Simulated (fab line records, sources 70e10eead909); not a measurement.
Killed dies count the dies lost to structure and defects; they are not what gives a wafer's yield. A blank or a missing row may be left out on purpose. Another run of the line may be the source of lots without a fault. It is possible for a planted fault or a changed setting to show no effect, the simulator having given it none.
Chamber matching ; flow nand_harc ; rie_diel-08 running NHARC_P_BONDPAD_DESCUM_11: 4 sister chambers
The step chemistry O2, time 3 s. 18 wafers are shown with their chamber, then 9 later ones without.

## WAFERS WITH THEIR CHAMBER
wafer;chamber;showerhead_plenum_p_Torr (Torr);oes_product_au (a.u.);rf_vpp_V (V)
L309.2;3;1.83;0.985;56.0
L309.4;1;1.86;0.999;56.3
L309.6;0;1.98;1.003;59.2
L311.2;3;1.83;0.982;57.4
L311.3;1;1.86;0.990;57.0
L311.6;2;1.95;1.006;59.5
L312.2;3;1.83;0.990;57.9
L312.3;1;1.86;0.997;57.6
L312.5;3;1.83;0.987;58.0
L313.2;1;1.86;1.001;57.6
L313.3;3;1.83;0.983;57.2
L313.5;0;1.97;0.999;58.6
L321.1;3;1.83;0.993;56.9
L321.3;1;1.85;0.978;58.1
L321.4;2;1.94;0.993;56.7
L325.2;0;1.97;1.018;58.1
L325.5;1;1.85;1.001;56.0
L325.6;0;1.97;1.005;58.6

SIGNATURES, as means of the wafers listed above
reading;chamber 0;chamber 1;chamber 2;chamber 3;scatter within a chamber
showerhead_plenum_p_Torr;1.9725;1.8567;1.9450;1.8300;0.0043
oes_product_au;1.00625;0.99433;0.99950;0.98667;0.00746
rf_vpp_V;58.625;57.100;58.100;57.233;0.869
Rule: for a wafer and a chamber, the distance is found by dividing, reading by reading, the gap between the wafer's reading and the chamber's mean by the reading's scatter, squaring, summing and taking the root. The wafer belongs to the nearest chamber; if the next one is less than 2 further off, it can't be placed. The scatter: the root of (the sum of the squares of (reading less its chamber's mean) over the shown wafers, divided by (wafers less chambers)).

## WAFERS WITHOUT THEIR CHAMBER
wafer;showerhead_plenum_p_Torr (Torr);oes_product_au (a.u.);rf_vpp_V (V)
L324.1;1.85;0.996;58.4
L324.2;1.83;0.997;56.7
L324.6;1.85;0.996;57.0
L326.2;1.97;1.010;58.1
L326.3;1.85;1.003;57.4
L326.6;1.85;1.002;58.9
L329.3;1.83;0.991;57.0
L329.4;1.94;0.993;58.4
L329.5;1.83;0.993;57.0

## CHAMBER TAKEN BY EACH
wafer;from the rows above;in truth
L324.1;1;1
L324.2;3;3
L324.6;1;1
L326.2;0;0
L326.3;1;1
L326.6;1;1
L329.3;3;3
L329.4;2;2
L329.5;3;3
Placed correctly: 9 of 9. From these rows, 0 cannot be placed. Number placed wrongly: 0.
